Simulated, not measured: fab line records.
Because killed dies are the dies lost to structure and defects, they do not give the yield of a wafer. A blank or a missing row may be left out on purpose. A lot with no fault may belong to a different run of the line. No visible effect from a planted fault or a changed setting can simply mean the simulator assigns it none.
Split-lot trial :: flow n5-finfet :: 21 wafers read from 7 lots, route of 1938 steps

== ABOUT THE SPLIT ==
At N5_SD_ACTIVATION_LSA_01 (time 0.0008 s), the setting temp-c was moved away from the recipe's 1080 C on 5 of the 21 wafers read, by -2.6% to +3.1%. The other wafers ran this setting at the recipe's value.

Between the split and the reading, the file records no step.

== THE READING ==
Measured at N5_SD_ACTIVATION_RS_MEAS_03 by four-point probe: RS_SD_N, in ohm/sq. A value of 21.82 ohm/sq with a standard deviation of 0.27 ohm/sq is what fault-free wafers of this fab line usually give.

wafer: L077.3
tool, chamber at the split: laser-anneal-02, 0
temp-c as run, C: 1080
against the recipe: recipe
RS_SD_N, ohm/sq: 22.38
against lot-mates on the recipe: -

wafer: L077.4
tool, chamber at the split: laser-anneal-02, 0
temp-c as run, C: 1080
against the recipe: recipe
RS_SD_N, ohm/sq: 22.47
against lot-mates on the recipe: -

wafer: L077.5
tool, chamber at the split: laser-anneal-02, 0
temp-c as run, C: 1080
against the recipe: recipe
RS_SD_N, ohm/sq: 22.24
against lot-mates on the recipe: -

wafer: L079.3
tool, chamber at the split: laser-anneal-02, 0
temp-c as run, C: 1080
against the recipe: recipe
RS_SD_N, ohm/sq: 21.73
against lot-mates on the recipe: -

wafer: L079.4
tool, chamber at the split: laser-anneal-02, 0
temp-c as run, C: 1080
against the recipe: recipe
RS_SD_N, ohm/sq: 21.48
against lot-mates on the recipe: -

wafer: L079.6
tool, chamber at the split: laser-anneal-02, 0
temp-c as run, C: 1080
against the recipe: recipe
RS_SD_N, ohm/sq: 21.50
against lot-mates on the recipe: -

wafer: L080.2
tool, chamber at the split: laser-anneal-01, 0
temp-c as run, C: 1080
against the recipe: recipe
RS_SD_N, ohm/sq: 21.90
against lot-mates on the recipe: -

wafer: L080.3
tool, chamber at the split: laser-anneal-01, 0
temp-c as run, C: 1080
against the recipe: recipe
RS_SD_N, ohm/sq: 21.81
against lot-mates on the recipe: -

wafer: L080.6
tool, chamber at the split: laser-anneal-01, 0
temp-c as run, C: 1080
against the recipe: recipe
RS_SD_N, ohm/sq: 22.17
against lot-mates on the recipe: -

wafer: L083.2
tool, chamber at the split: laser-anneal-02, 0
temp-c as run, C: 1094
against the recipe: +1.3%
RS_SD_N, ohm/sq: 20.39
against lot-mates on the recipe: -1.64

wafer: L083.3
tool, chamber at the split: laser-anneal-02, 0
temp-c as run, C: 1080
against the recipe: recipe
RS_SD_N, ohm/sq: 22.22
against lot-mates on the recipe: -

wafer: L083.6
tool, chamber at the split: laser-anneal-02, 0
temp-c as run, C: 1080
against the recipe: recipe
RS_SD_N, ohm/sq: 21.85
against lot-mates on the recipe: -

wafer: L087.3
tool, chamber at the split: laser-anneal-02, 0
temp-c as run, C: 1080
against the recipe: recipe
RS_SD_N, ohm/sq: 22.29
against lot-mates on the recipe: -

wafer: L087.4
tool, chamber at the split: laser-anneal-02, 0
temp-c as run, C: 1052
against the recipe: -2.6%
RS_SD_N, ohm/sq: 25.15
against lot-mates on the recipe: +2.86

wafer: L087.5
tool, chamber at the split: laser-anneal-02, 0
temp-c as run, C: 1052
against the recipe: -2.6%
RS_SD_N, ohm/sq: 25.08
against lot-mates on the recipe: +2.79

wafer: L090.2
tool, chamber at the split: laser-anneal-02, 0
temp-c as run, C: 1080
against the recipe: recipe
RS_SD_N, ohm/sq: 21.73
against lot-mates on the recipe: -

wafer: L090.4
tool, chamber at the split: laser-anneal-02, 0
temp-c as run, C: 1080
against the recipe: recipe
RS_SD_N, ohm/sq: 21.82
against lot-mates on the recipe: -

wafer: L090.6
tool, chamber at the split: laser-anneal-02, 0
temp-c as run, C: 1104
against the recipe: +2.2%
RS_SD_N, ohm/sq: 19.26
against lot-mates on the recipe: -2.51

wafer: L094.2
tool, chamber at the split: laser-anneal-02, 0
temp-c as run, C: 1080
against the recipe: recipe
RS_SD_N, ohm/sq: 21.81
against lot-mates on the recipe: -

wafer: L094.4
tool, chamber at the split: laser-anneal-02, 0
temp-c as run, C: 1080
against the recipe: recipe
RS_SD_N, ohm/sq: 21.53
against lot-mates on the recipe: -

wafer: L094.6
tool, chamber at the split: laser-anneal-02, 0
temp-c as run, C: 1113
against the recipe: +3.1%
RS_SD_N, ohm/sq: 18.36
against lot-mates on the recipe: -3.31

FIT RESULTS
A straight line over all 21 wafers: RS_SD_N changes by -1.2 ohm/sq for each +1% of temp-c; r = -0.98; the points scatter about the line by 0.29 ohm/sq.
The same after taking each lot's own level away (the mean of its wafers on the recipe; 21 wafers): -1.1 ohm/sq for each +1%; r = -1.00; scatter 0.13 ohm/sq.
On that fit, the largest move of temp-c shifts the reading by 3.4 ohm/sq.
The lots' own levels span 21.570 to 22.363 ohm/sq, that is 2.9 times the standard deviation above.
Consequently the slope shifts little with the lot-to-lot level, the two slopes agreeing.
Check: for one of the wafers moved furthest among these (+3.1%), held out of the fit, the line's prediction against its lot-mates is -3.43 ohm/sq. Against them it came out at -3.31 ohm/sq.
Tool readings at the split's step, against how far the setting was moved: wafer_temp_C_max r = +1.00.

== ADDITIONAL SPLITS CARRIED BY THESE WAFERS ==
Note: prior to the reading, these wafers also went through further splits. Each is held against what the fit with the lots' levels taken away leaves over:
other split on the same wafers: N5_FIN_CUT_ETCH_21 bias-w
wafers away from the commonest value: 7
r with RS_SD_N (lot level and that fit taken away): +0.49

other split on the same wafers: N5_DUMMY_GATE_COAT_28 spin-rpm
wafers away from the commonest value: 6
r with RS_SD_N (lot level and that fit taken away): -0.12

== THE WHOLE CHAIN: every reading that the file lists as answering this split, in the file's order ==
step: N5_SD_ACTIVATION_LSA_01
what it does: time 0.0008 s
reading: wafer_temp_C_max
change (the file's fit): withheld for each +1% of the setting
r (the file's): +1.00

step: N5_SD_ACTIVATION_RS_MEAS_03
what it does: measures by four-point-probe
reading: RS_SD_N
change (the file's fit): -1.11 for each +1% of the setting
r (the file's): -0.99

== THE FILE'S OWN FIT ==
RS_SD_N changes by -1.11 ohm/sq for each +1% of temp-c, r = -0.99.
